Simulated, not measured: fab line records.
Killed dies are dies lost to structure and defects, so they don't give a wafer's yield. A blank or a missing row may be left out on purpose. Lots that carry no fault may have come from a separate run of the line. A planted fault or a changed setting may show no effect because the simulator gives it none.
Split-lot study :: flow n5-finfet :: 21 wafers read from 7 lots, route of 1938 steps

== THE SPLIT ==
At N5_BEOL_M0_SAQP_HM_DEP_111 (deposits SiO2 from SiH4/N2O, target thk 12 nm, time 7.2 s), the setting time-s was moved away from the recipe's 7.2 s on 7 of the 21 wafers read, by -9.4% to +10.1%. The other wafers ran this setting at the recipe's value.

== FROM THE SPLIT TO THE READING: what the file shows between them, 7 steps ==
- N5_BEOL_M0_SAQP_COAT_82: time 60 s, resist thk 30 nm (also split here: spin-rpm)
- N5_BEOL_M0_SAQP_COAT_08: resist thk 90 nm
- N5_BEOL_M0_SAQP_EBR_10
- N5_BEOL_M0_SAQP_DESCUM_19: chemistry O2, time 7.9 s
- N5_BEOL_M0_SAQP_ETCH_83: etches SiARC in CF4, target depth 39 nm, time 65 s
- N5_BEOL_M0_SAQP_ETCH_84: etches SOC in N2/H2, target depth 100 nm, overetch 20 nm, time 150 s
- N5_BEOL_M0_SAQP_STRIP_80: strips in N2/H2

== THE READING ==
etch.depth-nm (the simulator's own value, which no gauge read), in nm, at N5_BEOL_M0_SAQP_HM_OPEN_112 (chemistry CHF3/O2, target SiO2, stops on a-Si, target depth 12 nm, time 13.5 s). The file does not state a usual value for it. The 14 wafers here that ran the recipe average 12.07 nm, standard deviation 0.23 nm.

wafer: L079.2
tool, chamber at the split: pecvd-01, 0
time-s as run, s: 7.2
against the recipe: recipe
etch.depth-nm, nm: 12.14
against lot-mates on the recipe: -

wafer: L079.4
tool, chamber at the split: pecvd-01, 1
time-s as run, s: 7.2
against the recipe: recipe
etch.depth-nm, nm: 12.44
against lot-mates on the recipe: -

wafer: L079.5
tool, chamber at the split: pecvd-01, 0
time-s as run, s: 7.2
against the recipe: recipe
etch.depth-nm, nm: 11.88
against lot-mates on the recipe: -

wafer: L081.3
tool, chamber at the split: pecvd-04, 2
time-s as run, s: 7.924
against the recipe: +10.1%
etch.depth-nm, nm: 13.16
against lot-mates on the recipe: +0.88

wafer: L081.4
tool, chamber at the split: pecvd-04, 2
time-s as run, s: 7.924
against the recipe: +10.1%
etch.depth-nm, nm: 13.37
against lot-mates on the recipe: +1.09

wafer: L081.5
tool, chamber at the split: pecvd-04, 0
time-s as run, s: 7.2
against the recipe: recipe
etch.depth-nm, nm: 12.28
against lot-mates on the recipe: -

wafer: L082.1
tool, chamber at the split: pecvd-01, 2
time-s as run, s: 7.2
against the recipe: recipe
etch.depth-nm, nm: 11.97
against lot-mates on the recipe: -

wafer: L082.4
tool, chamber at the split: pecvd-01, 2
time-s as run, s: 7.2
against the recipe: recipe
etch.depth-nm, nm: 12.14
against lot-mates on the recipe: -

wafer: L082.5
tool, chamber at the split: pecvd-01, 1
time-s as run, s: 7.2
against the recipe: recipe
etch.depth-nm, nm: 12.4
against lot-mates on the recipe: -

wafer: L083.1
tool, chamber at the split: pecvd-02, 2
time-s as run, s: 7.2
against the recipe: recipe
etch.depth-nm, nm: 11.66
against lot-mates on the recipe: -

wafer: L083.3
tool, chamber at the split: pecvd-02, 1
time-s as run, s: 7.2
against the recipe: recipe
etch.depth-nm, nm: 11.99
against lot-mates on the recipe: -

wafer: L083.5
tool, chamber at the split: pecvd-02, 1
time-s as run, s: 7.875
against the recipe: +9.4%
etch.depth-nm, nm: 13.08
against lot-mates on the recipe: +1.26

wafer: L088.2
tool, chamber at the split: pecvd-01, 1
time-s as run, s: 7.757
against the recipe: +7.7%
etch.depth-nm, nm: 13.23
against lot-mates on the recipe: +1.21

wafer: L088.3
tool, chamber at the split: pecvd-01, 0
time-s as run, s: 7.2
against the recipe: recipe
etch.depth-nm, nm: 11.72
against lot-mates on the recipe: -

wafer: L088.6
tool, chamber at the split: pecvd-01, 1
time-s as run, s: 7.2
against the recipe: recipe
etch.depth-nm, nm: 12.31
against lot-mates on the recipe: -

wafer: L089.4
tool, chamber at the split: pecvd-02, 0,1
time-s as run, s: 7.2
against the recipe: recipe
etch.depth-nm, nm: 12.06
against lot-mates on the recipe: -

wafer: L089.5
tool, chamber at the split: pecvd-02, 2
time-s as run, s: 7.563
against the recipe: +5.0%
etch.depth-nm, nm: 12.23
against lot-mates on the recipe: +0.23

wafer: L089.6
tool, chamber at the split: pecvd-02, 0,1
time-s as run, s: 7.2
against the recipe: recipe
etch.depth-nm, nm: 11.94
against lot-mates on the recipe: -

wafer: L091.3
tool, chamber at the split: pecvd-02, 1
time-s as run, s: 7.2
against the recipe: recipe
etch.depth-nm, nm: 12.11
against lot-mates on the recipe: -

wafer: L091.4
tool, chamber at the split: pecvd-02, 0
time-s as run, s: 6.523
against the recipe: -9.4%
etch.depth-nm, nm: 10.91
against lot-mates on the recipe: -1.20

wafer: L091.6
tool, chamber at the split: pecvd-02, 2
time-s as run, s: 6.523
against the recipe: -9.4%
etch.depth-nm, nm: 10.78
against lot-mates on the recipe: -1.33
When a row names more than one chamber, that row covers several wafers, and the file does not tell which wafer ran in which chamber.

THE FIT
A straight line over all 21 wafers: etch.depth-nm changes by +0.121 nm for each +1% of time-s; r = +0.94; the points scatter about the line by 0.23 nm.
The same after taking each lot's own level away (the mean of its wafers on the recipe; 21 wafers): +0.121 nm for each +1%; r = +0.95; scatter 0.21 nm.
Per that fit: largest time-s move, reading shift of 1.2 nm.
From 11.825 to 12.280 nm: that is the span of the lots' own levels, equal to 2.0 times the standard deviation above.
The two slopes agree, so the slope changes little with the lot-to-lot level.
Check: for one of the wafers moved furthest among these (+10.1%), held out of the fit, the line's prediction against its lot-mates is +1.26 nm. It came out at +0.88 nm against them.

== THE OTHER SPLITS THESE WAFERS WENT THROUGH ==
These wafers also went through other splits before the reading. Each is held against what the fit with the lots' levels taken away leaves over:
other split on the same wafers: N5_SDB_COAT_03 spin-rpm
wafers away from the commonest value: 4
r with etch.depth-nm (lot level and that fit taken away): -0.06

other split on the same wafers: N5_HKMG_FIN_ETCH_54 source-w
wafers away from the commonest value: 11
r with etch.depth-nm (lot level and that fit taken away): +0.22

other split on the same wafers: N5_HKMG_FIN_ETCH_55 time-s
wafers away from the commonest value: 10
r with etch.depth-nm (lot level and that fit taken away): -0.06

other split on the same wafers: N5_MOL_CONTACT_COAG_EXPOSE_05 dose-mj
wafers away from the commonest value: 6
r with etch.depth-nm (lot level and that fit taken away): +0.22

other split on the same wafers: N5_MOL_CONTACT_COAG_ALD_27 time-s
wafers away from the commonest value: 9
r with etch.depth-nm (lot level and that fit taken away): -0.30

other split on the same wafers: N5_BEOL_M0_SAQP_COAT_82 spin-rpm
wafers away from the commonest value: 7
r with etch.depth-nm (lot level and that fit taken away): +0.03

== THE WHOLE CHAIN: every reading that the file lists as answering this split, in the file's order ==
step: N5_BEOL_M0_SAQP_HM_DEP_111
what it does: deposits SiO2 from SiH4/N2O, target thk 12 nm, time 7.2 s
reading: SiO2_of_BEOL_M0_SAQP_HM_DEP_111.thk-nm (the simulator's own value, which no gauge read)
change (the file's fit): +0.121 nm for each +1% of the setting
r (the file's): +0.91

step: N5_BEOL_M0_SAQP_HM_OPEN_112
what it does: chemistry CHF3/O2, target SiO2, stops on a-Si, target depth 12 nm, time 13.5 s
reading: etch.depth-nm (the simulator's own value, which no gauge read)
change (the file's fit): +0.122 nm for each +1% of the setting
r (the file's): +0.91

== THE FILE'S OWN FIT ==
etch.depth-nm changes by +0.122 nm for each +1% of time-s, r = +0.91.
